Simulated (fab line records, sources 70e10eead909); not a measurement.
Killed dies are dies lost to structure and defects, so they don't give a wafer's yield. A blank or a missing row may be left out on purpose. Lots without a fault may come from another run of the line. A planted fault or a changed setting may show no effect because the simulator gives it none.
fab line records | flow nand_harc
record lots=21 wafers=63 last_day=24
route steps=1159 shown A_CONTACT@937 A_BLC@983 A_M0@1011 A_M1@1043 A_BONDPAD@1078
lots that met no fault: from a run of the same line without faults
start_h: hours from the record's first day to the start of the lot's first wafer shown | wait_h: hours since the lot's step before | " the same as in the row above | L1.1+2: a row that stands for several wafers | - no value, or no start given | * or withheld: withheld | < > ~ a bound
route shown NAME@n: a module of which the file shows steps, and the number in the route of the first | usual: mean/standard deviation of fault-free wafers | same: alike in all rows | chamber/n: place in a boat | sites: the reading at each site | _std_site: their standard deviation | _edge_site: outer sites' mean less inner sites' | radius_mm: how far each site lies from the wafer's centre | mask NAME#n: copy n | behind: the tool/chamber that last shaped the wafer | hold: why the lot was held/for how many hours/how that ended | device: the transistor (n, p or np) that didn't switch | end of line: the same wafers' tests at the end of the route | a step without rows: its recipe alone | killed: dies lost to structure and defects at the first sort, not the wafer's yield | map: a wafer's dies, x killed, . not, _ none there
set.NAME: the setting as run; set.NAME@STEP: as run at that earlier step | model.NAME: the simulator's own value behind a step, which no gauge read
steps of the route over a sample of lots; a table a step, a row a wafer
services: from which hour (start_h, from the record's first day; less than 0 if before it) a tool's chamber was out of use, for how many hours, and why
## steps
# step NHARC_A_CONTACT_INSPECT_10
# usual raw_defect_count=30/14
# columns lot.wafer tool chamber start_h wait_h raw_defect_count
L075.1 defect_inspect-02 - 385.82 0.0 13
L075.3 " - " " 26
L075.5 " - " " 25
L074.1 defect_inspect-02 - 387.04 0.0 19
L074.2 " - " " 17
L074.6 " - " " 31
L077.2 defect_inspect-01 - 401.78 0.0 26
L077.4 " - " " 28
L077.5 " - " " 26
L078.2 defect_inspect-02 - 412.93 0.0 39
L078.5 " - " " 36
L078.6 " - " " 24
L079.3 defect_inspect-02 - 417.98 0.0 15
L079.4 " - " " 12
L079.5 " - " " 11
L081.2 defect_inspect-01 - 431.65 0.0 10
L081.4 " - " " 9
L081.6 " - " " 14
L084.2 defect_inspect-01 - 444.33 0.0 20
L084.4 " - " " 26
L084.5 " - " " 19
L085.3 defect_inspect-01 - 450.70 0.0 36
L085.4 " - " " 19
L085.6 " - " " 35
L083.3 defect_inspect-01 - 451.67 0.0 27
L083.5 " - " " 29
L083.6 " - " " 29
L082.1 defect_inspect-01 - 452.05 0.0 20
L082.4 " - " " 24
L082.6 " - " " 27
L087.1 defect_inspect-01 - 464.05 0.0 22
L087.2 " - " " 27
L087.3 " - " " 35
L086.2 defect_inspect-01 - 465.14 0.0 18
L086.4 " - " " 18
L086.5 " - " " 12
L088.2 defect_inspect-01 - 477.97 0.0 35
L088.4 " - " " 42
L088.5 " - " " 39
L089.3 defect_inspect-01 - 479.34 0.0 41
L089.4 " - " " 29
L089.6 " - " " 37
L090.2 defect_inspect-01 - 492.24 0.0 15
L090.4 " - " " 10
L090.6 " - " " 16
L091.1 defect_inspect-01 - 492.57 0.0 55
L091.2 " - " " 63
L091.5 " - " " 46
L092.1 defect_inspect-01 - 497.84 0.0 40
L092.3 " - " " 47
L092.4 " - " " 44
L095.2 defect_inspect-01 - 516.88 0.0 43
L095.5 " - " " 46
L095.6 " - " " 42
L094.3 defect_inspect-01 - 520.15 0.0 63
L094.4 " - " " 62
L094.5 " - " " 53
L096.1 defect_inspect-01 - 523.86 0.0 14
L096.3 " - " " 16
L096.5 " - " " 16
L097.1 defect_inspect-02 - 529.45 0.0 39
L097.2 " - " " 36
L097.5 " - " " 35
# step NHARC_A_CONTACT_ETCH_92
# recipe target_depth_a=400 over_etch_frac=0.5 time_s=85.7 ion_energy_ev=120 ch3f_flow_sccm=50 o2_flow_sccm=30 ar_flow_sccm=200 rf_w=500 bias_w=100 chemistry=CH3F/O2
# usual chamber_pressure_mTorr=24.998/0.023 drypump_motor_current_A=5.7/0.41 oes_product_au=0.933/0.026 rf_vpp_V=244.3/1.8 showerhead_plenum_p_Torr=2.45/0.12 throttle_valve_pct=20.663/0.01
# columns lot.wafer tool chamber start_h wait_h chamber_pressure_mTorr drypump_motor_current_A oes_product_au rf_hours_counter_h rf_vpp_V showerhead_plenum_p_Torr throttle_valve_pct
L075.1 rie_diel-01 3 389.07 0.4 24.968 6.2 0.927 15 244.6 2.42 20.667
L075.3 " 0 " " 24.993 5.7 0.924 14 247.1 2.65 20.663
L075.5 " 0 " " 25.017 5.7 0.928 - 247.2 2.65 20.676
L074.1 rie_diel-01 0 389.23 0.3 24.961 5.7 0.936 14 245.8 2.66 20.660
L074.2 " 1 " " 24.970 6.0 0.918 12 241.1 2.33 20.662
L074.6 " 1 " " 25.038 6.0 0.917 - 242.0 2.33 20.671
L077.2 rie_diel-01 1 404.01 0.4 24.975 6.0 0.990 16 243.5 2.33 20.665
L077.4 " 1 " " 24.991 6.1 0.995 - 243.7 2.33 20.678
L077.5 " 3 " " 24.999 6.2 1.005 - 243.3 2.42 20.659
L078.2 rie_diel-01 1 415.33 0.4 24.982 6.1 0.921 18 242.8 2.33 20.661
L078.5 " 3 " " 25.021 6.2 0.931 - 245.2 2.42 20.663
L078.6 " 0 " " 25.000 5.7 0.928 - 246.7 2.65 20.658
L079.4 rie_diel-01 3 420.16 0.3 25.025 6.2 0.935 22 245.4 2.42 20.680
L079.3 " 0 " " 24.993 5.7 0.926 21 247.1 2.65 20.678
L079.5 " 3 " " 24.999 6.2 0.931 - 242.9 2.42 20.657
L081.2 rie_diel-01 0 433.89 0.4 25.024 5.7 0.921 23 248.6 2.65 20.666
L081.4 " 1 " " 25.013 6.1 0.920 22 242.8 2.33 20.650
L081.6 " 3 " " 24.994 6.2 0.920 - 243.1 2.42 20.656
L084.2 rie_diel-01 1 446.53 0.3 24.987 6.0 0.922 25 242.6 2.33 20.649
L084.4 " 3 " " 25.013 6.2 0.917 28 242.4 2.42 20.657
L084.5 " 2 " " 24.981 5.6 0.926 - 243.1 2.40 20.661
L085.3 rie_diel-09 0 452.92 0.3 25.024 6.4 0.996 6 244.9 2.49 20.665
L085.4 " 1 " " 24.984 5.0 1.015 4 241.8 2.29 20.675
L085.6 " 2 " " 24.963 5.6 0.991 - 245.9 2.51 20.667
L083.3 rie_diel-03 1 453.83 0.3 24.979 4.7 0.930 24 245.7 2.54 20.666
L083.6 " 1 " " 25.026 4.7 0.928 - 245.9 2.54 20.673
L083.5 " 2 " " 24.953 5.2 0.930 - 246.3 2.60 20.653
L082.4 rie_diel-01 3 454.23 0.2 24.970 6.2 0.927 30 243.6 2.42 20.668
L082.1 " 2 " " 24.985 5.6 0.930 21 242.0 2.40 20.660
L082.6 " 0 " " 24.972 5.7 0.928 - 245.7 2.65 20.660
L087.2 rie_diel-09 3 466.41 0.6 24.951 5.6 0.938 11 245.3 2.56 20.674
L087.1 " 1 " " 25.015 5.0 0.925 9 241.0 2.28 20.646
L087.3 " 2 " " 24.998 5.6 0.914 10 244.4 2.51 20.664
L086.2 rie_diel-01 0 468.20 0.3 25.016 5.7 0.919 31 248.1 2.65 20.667
L086.4 " 1 " " 25.020 6.1 0.917 29 242.0 2.33 20.666
L086.5 " 0 " " 25.018 5.7 0.915 - 246.3 2.65 20.662
L088.2 rie_diel-01 2 480.13 0.3 24.980 5.6 0.932 26 244.5 2.40 20.672
L088.5 " 0 " " 25.013 5.7 0.920 - 247.3 2.65 20.673
L088.4 " 1 " " 24.978 6.0 0.923 - 242.4 2.32 20.662
L089.4 rie_diel-03 2 481.84 0.3 24.957 5.2 0.913 31 245.5 2.60 20.678
L089.3 " 0 " " 24.963 5.8 0.922 21 246.0 2.49 20.683
L089.6 " 1 " " 25.026 4.8 0.924 - 244.8 2.54 20.675
L090.4 rie_diel-03 2 494.53 0.3 24.986 5.2 0.926 34 244.8 2.59 20.652
L090.2 " 3 " " 24.983 5.3 0.928 31 241.2 2.28 20.664
L090.6 " 2 " " 25.028 5.2 0.930 - 245.8 2.59 20.646
L091.1 rie_diel-09 0 494.75 0.4 24.995 6.4 0.922 22 244.9 2.49 20.679
L091.2 " 1 " " 24.973 5.0 0.922 20 242.4 2.28 20.659
L091.5 " 2 " " 24.976 5.6 0.913 - 244.9 2.50 20.656
L092.1 rie_diel-03 0 503.45 0.4 24.997 5.8 0.912 28 244.8 2.49 20.658
L092.4 " 1 " " 25.011 4.7 0.927 43 243.5 2.54 20.661
L092.3 " 2 " " 24.990 5.2 0.934 36 246.2 2.59 20.655
L095.2 rie_diel-01 3 519.25 0.4 24.987 6.2 0.990 4 243.3 2.41 20.660
L095.5 " 2 " " 24.990 5.6 0.991 - 243.2 2.39 20.666
L095.6 " 3 " " 24.988 6.2 0.993 - 243.0 2.41 20.665
L094.3 rie_diel-09 0 522.50 0.3 24.986 6.3 0.933 34 245.3 2.48 20.663
L094.5 " 0 " " 25.012 6.4 0.930 - 244.6 2.48 20.665
L094.4 " 1 " " 24.973 5.0 0.930 - 239.9 2.28 20.664
L096.1 rie_diel-01 1 526.93 0.4 25.003 6.1 0.914 6 243.4 2.32 20.663
L096.3 " 0 " " 25.052 5.7 0.928 7 246.3 2.64 20.652
L096.5 " 1 " " 24.978 6.1 0.911 - 243.4 2.32 20.672
L097.1 rie_diel-09 1 531.61 0.4 24.964 5.0 0.929 37 242.8 2.27 20.676
L097.2 " 3 " " 25.014 5.6 0.934 35 245.3 2.55 20.656
L097.5 " 1 " " 25.026 5.0 0.931 - 241.3 2.27 20.657
# step NHARC_A_BLC_STRIP_21
# recipe o2_flow_sccm=500 ar_flow_sccm=0 bias_w=0 chemistry=O2
# usual chamber_pressure_mTorr=60.00/0.057 drypump_motor_current_A=5.7/0.3 oes_product_au=0.999/0.01 rf_vpp_V=57.8/0.92 showerhead_plenum_p_Torr=3.48/0.13 throttle_valve_pct=17.037/0.0083
# columns lot.wafer tool chamber start_h wait_h chamber_pressure_mTorr drypump_motor_current_A oes_product_au rf_hours_counter_h rf_vpp_V showerhead_plenum_p_Torr throttle_valve_pct
L075.3 rie_diel-08 1 398.74 0.4 59.97 5.8 1.012 9 58.5 3.74 17.045
L075.1 " 0 " " 59.93 5.7 0.998 8 57.7 3.47 17.048
L075.5 " 1 " " 60.15 5.8 0.993 - 57.8 3.74 17.025
L074.1 rie_diel-08 0 399.53 0.1 60.01 5.7 0.987 9 57.7 3.47 17.021
L074.2 " 3 " " 60.06 6.3 0.979 10 58.5 3.46 17.047
L074.6 " 0 " " 60.06 5.7 0.992 - 57.4 3.47 17.037
L077.2 rie_diel-11 2 411.92 0.1 59.94 5.6 1.001 5 58.5 3.50 17.043
L077.4 " 0 " " 60.08 5.5 0.997 5 56.6 3.33 17.048
L077.5 " 2 " " 59.99 5.6 1.006 - 57.7 3.50 17.029
L078.2 rie_diel-08 0 419.78 0.1 59.89 5.7 1.016 11 58.0 3.47 17.021
L078.6 " 0 " " 59.99 5.7 1.002 - 57.3 3.47 17.049
L078.5 " 3 " " 59.92 6.2 0.994 - 56.7 3.46 17.038
L079.4 rie_diel-08 1 428.74 0.1 60.04 5.8 0.995 12 58.8 3.74 17.036
L079.3 " 2 " " 60.02 5.1 0.993 9 58.8 3.64 17.034
L079.5 " 3 " " 59.99 6.2 0.983 - 56.9 3.46 17.027
L081.4 rie_diel-08 0 440.56 0.1 59.96 5.7 1.007 13 58.5 3.47 17.028
L081.2 " 2 " " 60.00 5.2 0.991 10 58.0 3.64 17.040
L081.6 " 3 " " 59.95 6.2 0.985 - 58.0 3.46 17.029
L084.4 rie_diel-11 2 451.02 0.1 59.97 5.6 1.012 10 56.9 3.50 17.045
L084.2 " 1 " " 59.99 6.1 1.010 9 57.6 3.45 17.031
L084.5 " 2 " " 60.02 5.6 0.998 - 57.8 3.50 17.043
L085.4 rie_diel-08 0 457.99 0.5 60.02 5.7 1.006 14 58.6 3.47 17.040
L085.3 " 1 " " 59.98 5.8 0.994 14 59.2 3.74 17.043
L085.6 " 1 " " 59.92 5.8 0.987 - 57.9 3.74 17.034
L083.3 rie_diel-08 1 462.51 0.1 59.98 5.8 0.993 14 58.3 3.74 17.037
L083.5 " 0 " " 60.00 5.7 0.993 - 57.0 3.47 17.032
L083.6 " 1 " " 59.95 5.8 0.992 - 58.4 3.74 17.039
L082.4 rie_diel-11 0 462.67 0.1 60.11 5.5 0.990 11 55.9 3.33 17.025
L082.1 " 2 " " 59.85 5.6 1.000 12 57.7 3.50 17.053
L082.6 " 0 " " 59.91 5.5 0.989 - 59.5 3.33 17.033
L087.3 rie_diel-11 3 474.93 0.1 59.95 5.7 1.011 14 57.5 3.35 17.026
L087.2 " 0 " " 59.95 5.5 0.989 12 58.5 3.33 17.049
L087.1 " 2 " " 59.95 5.6 0.993 13 58.8 3.50 17.039
L086.2 rie_diel-11 1 475.84 0.1 59.97 6.1 0.997 12 58.6 3.45 17.041
L086.4 " 2 " " 60.03 5.6 0.987 13 57.8 3.50 17.025
L086.5 " 0 " " 59.96 5.5 0.997 - 57.8 3.33 17.035
L088.4 rie_diel-04 3 491.32 0.1 59.94 6.3 1.010 7 58.0 3.77 17.042
L088.2 " 1 " " 60.06 5.2 1.010 6 56.7 3.33 17.043
L088.5 " 3 " " 59.97 6.3 1.007 - 59.6 3.77 17.032
L089.4 rie_diel-04 1 492.18 0.1 60.00 5.1 1.005 6 55.6 3.33 17.051
L089.3 " 3 " " 59.98 6.3 0.989 7 57.6 3.77 17.032
L089.6 " 2 " " 60.13 5.7 0.990 - 57.3 3.56 17.045
L090.4 rie_diel-08 3 503.56 0.1 59.98 6.2 0.993 1 57.3 3.45 17.049
L090.2 " 1 " " 60.00 5.8 0.975 1 57.7 3.74 17.031
L090.6 " 2 " " 59.96 5.2 1.023 - 57.9 3.64 17.044
L091.2 rie_diel-11 1 504.51 0.1 60.02 6.2 1.005 16 58.5 3.44 17.045
L091.1 " 0 " " 59.97 5.5 0.986 16 57.4 3.32 17.033
L091.5 " 2 " " 59.95 5.6 1.001 - 57.6 3.50 17.036
L092.1 rie_diel-11 3 514.20 0.1 60.02 5.7 1.008 19 57.8 3.35 17.032
L092.4 " 0 " " 60.08 5.5 0.990 17 57.1 3.32 17.042
L092.3 " 1 " " 59.94 6.1 0.997 17 58.2 3.44 17.032
L095.2 rie_diel-11 2 524.62 0.1 60.03 5.6 1.008 20 58.1 3.49 17.007
L095.5 " 0 " " 59.86 5.5 1.001 - 57.9 3.32 17.049
L095.6 " 1 " " 59.97 6.2 1.001 - 58.3 3.44 17.037
L094.4 rie_diel-11 0 527.40 0.1 60.12 5.5 0.990 19 57.9 3.32 17.039
L094.3 " 1 " " 60.07 6.2 0.997 19 58.1 3.44 17.033
L094.5 " 0 " " 60.06 5.5 0.987 - 56.3 3.32 17.039
L096.1 rie_diel-11 3 535.84 0.1 60.03 5.7 1.018 21 57.7 3.35 17.025
L096.3 " 0 " " 59.92 5.5 0.992 20 57.7 3.32 17.048
L096.5 " 3 " " 59.98 5.7 1.017 - 56.5 3.35 17.050
L097.1 rie_diel-11 0 536.69 0.1 60.02 5.5 0.983 20 56.6 3.32 17.034
L097.2 " 2 " " 60.06 5.6 0.995 21 58.1 3.49 17.030
L097.5 " 0 " " 59.96 5.5 0.990 - 57.3 3.32 17.048
# step NHARC_A_M0_STRIP_18
# recipe power_w=1000 n2_flow_sccm=150 h2_flow_sccm=150 ar_flow_sccm=0 bias_w=0 chemistry=N2/H2
# usual chamber_pressure_mTorr=30.003/0.028 drypump_motor_current_A=5.7/0.35 oes_product_au=0.998/0.0076 rf_vpp_V=91.0/0.95 showerhead_plenum_p_Torr=2.09/0.097 throttle_valve_pct=14.172/0.009
# columns lot.wafer tool chamber start_h wait_h chamber_pressure_mTorr drypump_motor_current_A oes_product_au rf_hours_counter_h rf_vpp_V showerhead_plenum_p_Torr throttle_valve_pct
L075.3 rie_diel-10 3 405.58 0.1 30.008 5.2 0.996 4 91.4 2.12 14.176
L075.1 " 0 " " 30.016 5.7 1.004 4 90.1 1.95 14.189
L075.5 " 2 " " 29.952 6.3 0.995 - 91.2 2.19 14.163
L074.2 rie_diel-02 2 406.19 0.1 30.012 5.9 1.011 4 91.8 2.11 14.172
L074.1 " 3 " " 30.049 5.7 0.994 4 92.7 2.03 14.174
L074.6 " 2 " " 29.980 5.9 0.998 - 90.6 2.11 14.171
L077.2 rie_diel-07 2 415.17 0.1 30.072 5.4 0.996 0 91.7 2.20 14.168
L077.4 " 3 " " 30.004 5.4 0.999 0 90.5 1.93 14.175
L077.5 " 3 " " 30.053 5.4 0.997 - 87.7 1.93 14.188
L078.2 rie_diel-10 3 423.45 0.1 29.994 5.2 1.001 5 90.5 2.12 14.164
L078.6 " 3 " " 30.028 5.3 0.997 - 90.3 2.12 14.175
L078.5 " 0 " " 29.996 5.6 0.998 - 90.6 1.94 14.176
L079.4 rie_diel-10 0 432.95 0.1 30.004 5.6 0.999 6 89.2 1.95 14.173
L079.3 " 2 " " 30.061 6.2 1.002 5 91.9 2.19 14.170
L079.5 " 0 " " 30.013 5.7 0.997 - 90.1 1.95 14.168
L081.4 rie_diel-10 0 445.35 0.1 29.987 5.7 0.997 7 90.3 1.94 14.158
L081.2 " 2 " " 30.016 6.3 0.996 6 91.6 2.19 14.176
L081.6 " 0 " " 29.999 5.7 0.997 - 91.0 1.95 14.171
L084.2 rie_diel-10 0 454.27 0.1 29.989 5.7 1.007 8 89.9 1.94 14.180
L084.5 " 2 " " 29.988 6.3 0.995 - 90.8 2.19 14.173
L084.4 " 0 " " 29.972 5.7 1.014 - 90.3 1.94 14.161
L085.4 rie_diel-07 1 462.58 0.1 30.026 5.3 0.993 4 91.1 2.19 14.149
L085.3 " 2 " " 29.979 5.4 0.990 4 92.2 2.20 14.175
L085.6 " 0 " " 30.014 5.8 0.999 - 89.4 2.07 14.167
L083.3 rie_diel-10 1 473.80 0.1 29.996 5.9 1.009 9 91.3 2.18 14.153
L083.5 " 3 " " 30.001 5.2 0.997 - 90.9 2.12 14.175
L083.6 " 0 " " 30.013 5.7 1.001 - 90.6 1.94 14.197
L082.1 rie_diel-10 0 474.22 0.1 30.028 5.7 1.005 9 90.7 1.94 14.176
L082.4 " 1 " " 30.008 5.9 1.003 9 91.9 2.18 14.162
L082.6 " 1 " " 30.042 5.9 1.001 - 91.5 2.18 14.168
L087.3 rie_diel-10 3 478.47 0.1 29.977 5.2 0.983 8 91.7 2.12 14.179
L087.1 " 0 " " 29.994 5.7 0.992 9 90.0 1.94 14.171
L087.2 " 2 " " 30.031 6.3 0.991 8 91.0 2.19 14.168
L086.2 rie_diel-10 0 479.19 0.1 30.033 5.7 1.004 9 88.8 1.94 14.189
L086.5 " 3 " " 30.086 5.2 0.999 - 91.4 2.12 14.167
L086.4 " 0 " " 30.081 5.7 1.011 - 90.8 1.94 14.176
L088.4 rie_diel-02 3 501.12 0.1 29.990 5.7 0.989 10 91.5 2.03 14.162
L088.2 " 0 " " 30.016 6.3 0.991 10 92.3 2.12 14.169
L088.5 " 1 " " 29.974 5.6 0.999 - 90.8 2.07 14.183
L089.4 rie_diel-07 3 501.47 0.1 30.010 5.4 0.998 5 89.3 1.93 14.170
L089.3 " 0 " " 30.000 5.8 0.998 5 91.1 2.07 14.163
L089.6 " 2 " " 29.965 5.4 0.997 - 92.1 2.20 14.191
L090.4 rie_diel-10 3 512.86 0.1 29.955 5.2 0.989 10 90.9 2.12 14.174
L090.2 " 1 " " 29.979 5.9 0.994 11 91.0 2.17 14.177
L090.6 " 3 " " 30.023 5.2 0.989 - 91.2 2.12 14.173
L091.2 rie_diel-02 0 514.07 0.1 30.001 6.3 1.026 0 91.3 2.12 14.158
L091.1 " 2 " " 30.000 5.9 1.010 0 90.6 2.11 14.168
L091.5 " 1 " " 30.003 5.6 1.006 - 90.5 2.07 14.149
L092.4 rie_diel-02 0 517.96 0.1 29.962 6.2 1.007 0 91.9 2.12 14.160
L092.1 " 2 " " 29.990 5.9 0.997 1 90.7 2.11 14.182
L092.3 " 3 " " 30.031 5.7 0.979 0 90.7 2.02 14.177
L095.2 rie_diel-07 0 528.19 0.1 29.971 5.8 0.998 7 90.0 2.06 14.172
L095.5 " 2 " " 30.016 5.3 0.992 - 90.6 2.20 14.170
L095.6 " 3 " " 30.005 5.4 0.995 - 90.5 1.92 14.163
L094.3 rie_diel-07 3 535.23 0.1 30.017 5.4 0.996 7 90.9 1.93 14.172
L094.4 " 0 " " 29.981 5.8 0.991 - 91.1 2.06 14.186
L094.5 " 2 " " 29.955 5.4 1.002 - 91.1 2.20 14.189
L096.1 rie_diel-07 1 539.21 0.1 30.010 5.3 0.983 8 91.2 2.19 14.164
L096.3 " 2 " " 29.966 5.4 0.988 8 91.3 2.20 14.166
L096.5 " 0 " " 30.003 5.8 0.978 - 90.1 2.06 14.162
L097.1 rie_diel-07 0 539.86 0.1 29.972 5.8 0.994 8 90.9 2.06 14.171
L097.2 " 3 " " 30.031 5.4 0.997 8 89.8 1.93 14.181
L097.5 " 0 " " 30.005 5.8 0.995 - 91.5 2.06 14.187
# step NHARC_A_M1_STRIP_18
# recipe power_w=1000 n2_flow_sccm=150 h2_flow_sccm=150 ar_flow_sccm=0 bias_w=0 chemistry=N2/H2
# usual chamber_pressure_mTorr=30.001/0.027 drypump_motor_current_A=5.9/0.56 oes_product_au=0.996/0.0088 rf_vpp_V=90.5/1 showerhead_plenum_p_Torr=2.02/0.094 throttle_valve_pct=14.170/0.0089
# columns lot.wafer tool chamber start_h wait_h chamber_pressure_mTorr drypump_motor_current_A oes_product_au rf_hours_counter_h rf_vpp_V showerhead_plenum_p_Torr throttle_valve_pct
L075.1 rie_diel-06 1 409.86 0.1 29.967 6.2 0.986 10 89.9 1.91 14.180
L075.3 " 3 " " 29.934 6.5 0.994 11 90.3 2.10 14.175
L075.5 " 0 " " 29.999 6.5 1.007 - 90.2 1.91 14.179
L074.1 rie_diel-13 0 410.41 0.1 30.043 4.9 0.992 3 90.3 2.11 14.171
L074.2 " 1 " " 29.982 6.0 0.993 3 90.7 2.05 14.175
L074.6 " 2 " " 30.033 5.5 0.987 - 89.7 1.93 14.167
L077.2 rie_diel-12 1 419.33 0.1 30.015 5.3 1.009 2 92.0 2.14 14.170
L077.4 " 3 " " 29.969 6.3 0.995 2 89.8 1.97 14.178
L077.5 " 0 " " 29.961 5.6 0.998 - 91.0 2.02 14.164
L078.2 rie_diel-13 2 427.58 0.1 30.005 5.5 0.990 4 89.3 1.93 14.165
L078.6 " 3 " " 30.006 6.6 0.993 - 90.9 2.02 14.184
L078.5 " 2 " " 30.074 5.5 0.996 - 90.4 1.93 14.159
L079.3 rie_diel-13 3 437.70 0.1 29.980 6.6 0.993 5 90.4 2.02 14.166
L079.4 " 3 " " 29.982 6.6 0.993 - 88.5 2.02 14.163
L079.5 " 2 " " 30.021 5.5 0.985 - 89.6 1.93 14.180
L081.2 rie_diel-13 0 449.52 0.1 30.020 4.9 0.987 5 92.2 2.11 14.184
L081.6 " 0 " " 29.954 4.9 0.981 - 91.5 2.11 14.183
L081.4 " 2 " " 29.996 5.5 0.981 - 90.4 1.93 14.175
L084.4 rie_diel-12 2 458.54 0.1 30.000 5.9 1.009 6 89.0 2.18 14.175
L084.2 " 3 " " 30.010 6.4 0.993 7 89.8 1.97 14.170
L084.5 " 1 " " 29.991 5.2 0.987 - 89.5 2.13 14.164
L085.3 rie_diel-06 1 466.66 0.1 30.022 6.2 1.001 1 90.6 1.91 14.168
L085.4 " 2 " " 29.975 5.2 1.000 2 92.1 2.18 14.171
L085.6 " 1 " " 30.009 6.2 1.003 - 88.6 1.91 14.155
L083.3 rie_diel-12 1 477.90 0.1 30.012 5.2 0.994 7 92.1 2.13 14.167
L083.6 " 0 " " 29.951 5.6 0.982 - 90.9 2.02 14.176
L083.5 " 1 " " 30.010 5.2 0.997 - 90.2 2.13 14.165
L082.4 rie_diel-06 1 478.47 0.1 29.973 6.2 0.998 2 90.6 1.91 14.160
L082.1 " 2 " " 30.025 5.1 1.005 3 92.3 2.18 14.179
L082.6 " 2 " " 30.034 5.2 0.991 - 92.6 2.18 14.164
L087.3 rie_diel-06 0 482.47 0.1 29.968 6.5 0.999 2 89.7 1.91 14.155
L087.2 " 1 " " 30.008 6.2 0.997 2 91.2 1.91 14.194
L087.1 " 2 " " 30.021 5.2 1.004 3 91.9 2.18 14.168
L086.4 rie_diel-06 1 483.29 0.1 30.004 6.2 1.004 2 90.3 1.91 14.177
L086.2 " 2 " " 30.029 5.2 0.999 3 91.3 2.18 14.159
L086.5 " 0 " " 30.031 6.5 1.015 - 92.1 1.91 14.178
L088.4 rie_diel-12 0 505.57 0.1 30.054 5.6 0.993 11 90.9 2.02 14.156
L088.2 " 1 " " 30.009 5.3 0.998 9 91.2 2.13 14.177
L088.5 " 0 " " 29.997 5.6 0.988 - 92.0 2.02 14.162
L089.3 rie_diel-13 2 505.73 0.1 29.991 5.5 0.991 1 88.3 1.92 14.189
L089.4 " 0 " " 30.024 4.9 1.005 1 90.7 2.11 14.155
L089.6 " 2 " " 30.031 5.5 0.999 - 90.2 1.92 14.165
L090.2 rie_diel-13 0 517.88 0.1 30.022 4.9 1.002 1 92.5 2.11 14.158
L090.4 " 1 " " 30.010 5.9 0.993 - 90.7 2.05 14.172
L090.6 " 0 " " 30.034 4.9 1.015 - 90.4 2.11 14.173
L091.1 rie_diel-06 3 518.77 0.1 30.012 6.5 0.991 5 91.9 2.10 14.166
L091.2 " 2 " " 29.986 5.2 0.998 5 92.3 2.18 14.175
L091.5 " 3 " " 29.946 6.5 0.990 - 91.3 2.10 14.163
L092.4 rie_diel-13 2 522.42 0.1 30.020 5.5 0.992 1 89.5 1.92 14.173
L092.1 " 3 " " 29.997 6.6 1.000 1 90.9 2.01 14.160
L092.3 " 0 " " 29.999 5.0 1.005 1 91.6 2.11 14.168
L095.2 rie_diel-12 0 532.28 0.1 30.005 5.6 0.989 14 89.9 2.01 14.164
L095.5 " 2 " " 30.029 5.8 0.983 - 91.4 2.18 14.153
L095.6 " 3 " " 29.959 6.3 0.987 - 89.9 1.97 14.172
L094.4 rie_diel-06 0 539.29 0.1 29.990 6.5 1.016 5 90.6 1.91 14.170
L094.3 " 3 " " 30.007 6.5 1.007 6 91.4 2.10 14.182
L094.5 " 0 " " 29.967 6.5 1.016 - 90.1 1.91 14.162
L096.1 rie_diel-13 0 543.36 0.1 29.981 4.9 1.006 2 90.0 2.11 14.159
L096.3 " 2 " " 30.003 5.5 0.987 2 88.3 1.92 14.173
L096.5 " 0 " " 30.020 4.9 1.002 - 91.8 2.11 14.168
L097.2 rie_diel-13 2 544.02 0.1 30.030 5.5 0.986 2 89.2 1.92 14.177
L097.1 " 0 " " 30.049 4.9 1.006 2 90.8 2.11 14.161
L097.5 " 2 " " 29.980 5.5 0.986 - 89.8 1.92 14.153
# step NHARC_A_BONDPAD_CD_MEAS_13
# usual cd_nm=498.0/1.6
# columns lot.wafer tool chamber start_h wait_h cd_nm
L075.1 cd_sem-03 - 414.51 - 495.8
L075.3 " - " " 498.1
L075.5 " - " " 498.3
L074.1 cd_sem-01 - 415.03 - 501.0
L074.2 " - " " 496.7
L074.6 " - " " 499.0
L077.2 cd_sem-02 - 424.56 - 498.3
L077.4 " - " " 498.7
L077.5 " - " " 499.7
L078.2 cd_sem-01 - 432.39 - 500.0
L078.5 " - " " 495.7
L078.6 " - " " 499.7
L079.3 cd_sem-01 - 442.70 - 495.8
L079.4 " - " " 497.8
L079.5 " - " " 494.7
L081.2 cd_sem-03 - 454.96 - 496.8
L081.4 " - " " 498.6
L081.6 " - " " 498.3
L084.2 cd_sem-03 - 463.28 - 499.5
L084.4 " - " " 499.3
L084.5 " - " " 499.4
L085.3 cd_sem-01 - 471.51 - 499.1
L085.4 " - " " 497.1
L085.6 " - " " 498.4
L083.3 cd_sem-03 - 482.65 - 495.5
L083.5 " - " " 495.4
L083.6 " - " " 498.1
L082.1 cd_sem-03 - 483.53 - 500.0
L082.4 " - " " 497.3
L082.6 " - " " 500.4
L087.1 cd_sem-02 - 487.07 - 499.3
L087.2 " - " " 501.0
L087.3 " - " " 497.7
L086.2 cd_sem-01 - 487.92 - 498.5
L086.4 " - " " 499.9
L086.5 " - " " 499.3
L088.2 cd_sem-01 - 510.23 - 496.6
L088.4 " - " " 499.4
L088.5 " - " " 498.0
L089.3 cd_sem-03 - 511.01 - 499.7
L089.4 " - " " 498.9
L089.6 " - " " 498.2
L090.2 cd_sem-02 - 523.32 - 497.3
L090.4 " - " " 498.2
L090.6 " - " " 494.3
L091.1 cd_sem-02 - 524.38 - 498.0
L091.2 " - " " 497.0
L091.5 " - " " 497.5
L092.1 cd_sem-02 - 527.12 - 497.8
L092.3 " - " " 501.1
L092.4 " - " " 496.4
L095.2 cd_sem-02 - 537.54 - 498.1
L095.5 " - " " 500.3
L095.6 " - " " 497.8
L094.3 cd_sem-03 - 544.13 - 499.3
L094.4 " - " " 496.9
L094.5 " - " " 497.1
L096.1 cd_sem-02 - 548.05 - 497.8
L096.3 " - " " 500.8
L096.5 " - " " 499.2
L097.1 cd_sem-02 - 548.51 - 497.5
L097.2 " - " " 501.2
L097.5 " - " " 498.1
## services
# columns tool chamber start_h hours kind
rie_diel-11 - 366.63 9.0 pm
rie_diel-13 1 368.47 5.6 repair
rie_diel-10 - 376.53 2.5 repair
rie_diel-06 - 381.05 0.5 repair
rie_diel-01 2 381.19 32.8 repair
rie_diel-01 1 383.76 2.5 repair
rie_diel-08 2 395.83 6.4 repair
rie_diel-08 2 415.80 8.3 repair
rie_diel-13 1 424.12 48.2 repair
rie_diel-01 0 424.13 5.2 repair
rie_diel-13 0 425.82 3.1 repair
rie_diel-10 3 450.96 8.2 repair
rie_diel-13 - 453.00 9.0 pm
rie_diel-01 - 465.79 1.9 repair
rie_diel-10 1 477.99 6.5 repair
rie_diel-08 - 478.81 9.0 pm
rie_diel-01 - 491.84 9.0 pm
rie_diel-13 3 506.60 15.7 repair
rie_diel-11 3 515.69 4.0 repair
rie_diel-01 - 515.86 0.1 repair
rie_diel-10 2 526.71 3.1 repair
rie_diel-13 3 527.29 5.1 repair
rie_diel-10 - 530.50 9.0 pm
rie_diel-11 - 543.63 9.0 pm
## key
fault none
